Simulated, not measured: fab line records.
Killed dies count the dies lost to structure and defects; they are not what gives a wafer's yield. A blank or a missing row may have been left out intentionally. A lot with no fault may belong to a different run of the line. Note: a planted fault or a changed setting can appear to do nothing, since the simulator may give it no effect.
Split-lot experiment -- flow n5 finfet -- route with 1938 steps; 7 lots, 39 wafers read

== THE SPLIT ==
At N5_BEOL_M6_ILD_DEP_00 (deposits SiCOH lowk from DEMS/porogen, target thk 179.75 nm, time 33.4 s), the setting target thk a was moved away from the recipe's 1797.5 angstrom on 12 of the 39 wafers read, by -46.8% to +50.0%. This setting was run at the recipe's value on the other wafers.

== THE PATH FROM SPLIT TO READING: the file shows 1 step between them ==
- N5_BEOL_M6_CURE_74: cures SiCOH lowk, time 240 s

== THE READING ==
M6_ILD_THK at N5_BEOL_M6_THK_MEAS_01, in nm. Typical for fault-free wafers on this fab line: 155.2 nm, with standard deviation 2.2 nm.

wafer,"tool, chamber at the split","target thk a as run, angstrom",against the recipe,"M6_ILD_THK, nm",against lot-mates on the recipe
L075.1,"pecvd-04, 1",1797.5,recipe,156.4,-
L075.2,"pecvd-04, 0",1797.5,recipe,153.0,-
L075.3,"pecvd-04, 2",2384,+32.6%,205.6,+50.8
L075.4,"pecvd-04, 2",1797.5,recipe,154.9,-
L075.5,"pecvd-04, 1",2384,+32.6%,210.6,+55.8
L075.6,"pecvd-04, 0",2384,+32.6%,207.8,+53.0
L078.1,"pecvd-03, 1",1797.5,recipe,153.3,-
L078.2,"pecvd-03, 0",2697,+50.0%,231.1,+76.8
L078.3,"pecvd-03, 2",1797.5,recipe,154.2,-
L078.4,"pecvd-03, 0",1797.5,recipe,155.5,-
L078.5,"pecvd-03, 1",2697,+50.0%,233.9,+79.6
L078.6,"pecvd-03, 2",2697,+50.0%,234.9,+80.6
L082.1,"pecvd-03, 1",1797.5,recipe,152.2,-
L082.2,"pecvd-03, 0",1797.5,recipe,152.0,-
L082.3,"pecvd-03, 2",1797.5,recipe,154.2,-
L082.4,"pecvd-03, 2",1797.5,recipe,156.5,-
L082.5,"pecvd-03, 1",1797.5,recipe,155.4,-
L082.6,"pecvd-03, 0",1797.5,recipe,155.3,-
L085.1,"pecvd-04, 0",955.5,-46.8%,83.4,-74.0
L085.2,"pecvd-04, 2",1797.5,recipe,155.7,-
L085.3,"pecvd-04, 1",1797.5,recipe,157.5,-
L085.4,"pecvd-04, 0",1797.5,recipe,159.0,-
L085.5,"pecvd-04, 2",955.5,-46.8%,82.5,-74.9
L085.6,"pecvd-04, 1",955.5,-46.8%,86.5,-70.9
L088.1,"pecvd-03, 1",1797.5,recipe,156.5,-
L088.2,"pecvd-03, 2",1797.5,recipe,155.8,-
L088.4,"pecvd-03, 2",1797.5,recipe,159.3,-
L091.1,"pecvd-02, 1",1797.5,recipe,153.7,-
L091.2,"pecvd-02, 2",1797.5,recipe,151.6,-
L091.3,"pecvd-02, 0",1797.5,recipe,152.2,-
L091.4,"pecvd-02, 1",1797.5,recipe,156.9,-
L091.5,"pecvd-02, 0",1797.5,recipe,155.7,-
L091.6,"pecvd-02, 2",1797.5,recipe,153.1,-
L097.1,"pecvd-02, 0",1797.5,recipe,153.5,-
L097.2,"pecvd-02, 2",1040,-42.1%,87.4,-67.9
L097.3,"pecvd-02, 0",1040,-42.1%,90.0,-65.3
L097.4,"pecvd-02, 2",1797.5,recipe,156.1,-
L097.5,"pecvd-02, 2",1040,-42.1%,89.4,-65.9
L097.6,"pecvd-02, 0",1797.5,recipe,156.4,-

THE FIT
A straight line over all 39 wafers: M6_ILD_THK changes by +1.56 nm for each +1% of target thk a; r = +1.00; the points scatter about the line by 2.1 nm.
The same after taking each lot's own level away (the mean of its wafers on the recipe; 39 wafers): +1.58 nm for each +1%; r = +1.00; scatter 1.7 nm.
That fit puts the effect of the largest move of target thk a on the reading at 79 nm.
Across the lots, their own levels run from 153.87 to 157.40 nm, a range of 1.6 times the standard deviation given above.
Hence the lot-to-lot level has little effect on the slope; both slopes agree.
Check: +79.7 nm against its lot-mates is what the line predicts for one of the wafers moved furthest among these (+50.0%) when that wafer is left out of the fit. It came out at +76.8 nm against them.

== THE WHOLE CHAIN: every reading that the file lists as answering this split, in the file's order ==
step,what it does,reading,change (the file's fit),r (the file's)
N5_BEOL_M6_ILD_DEP_00,"deposits SiCOH lowk from DEMS/porogen, target thk 179.75 nm, time 33.4 s","SiCOH_lowk_of_BEOL_M6_ILD_DEP_00.thk nm (the simulator's own value, which no gauge read)",+1.82 nm for each +1% of the setting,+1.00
N5_BEOL_M6_CURE_74,"cures SiCOH lowk, time 240 s","SiCOH_lowk_of_BEOL_M6_ILD_DEP_00.thk nm (the simulator's own value, which no gauge read)",+1.58 nm for each +1% of the setting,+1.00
N5_BEOL_M6_THK_MEAS_01,,M6_ILD_THK,+1.58 for each +1% of the setting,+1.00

== FILE'S OWN FIT ==
M6_ILD_THK changes by +1.58 nm for each +1% of target thk a, r = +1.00.
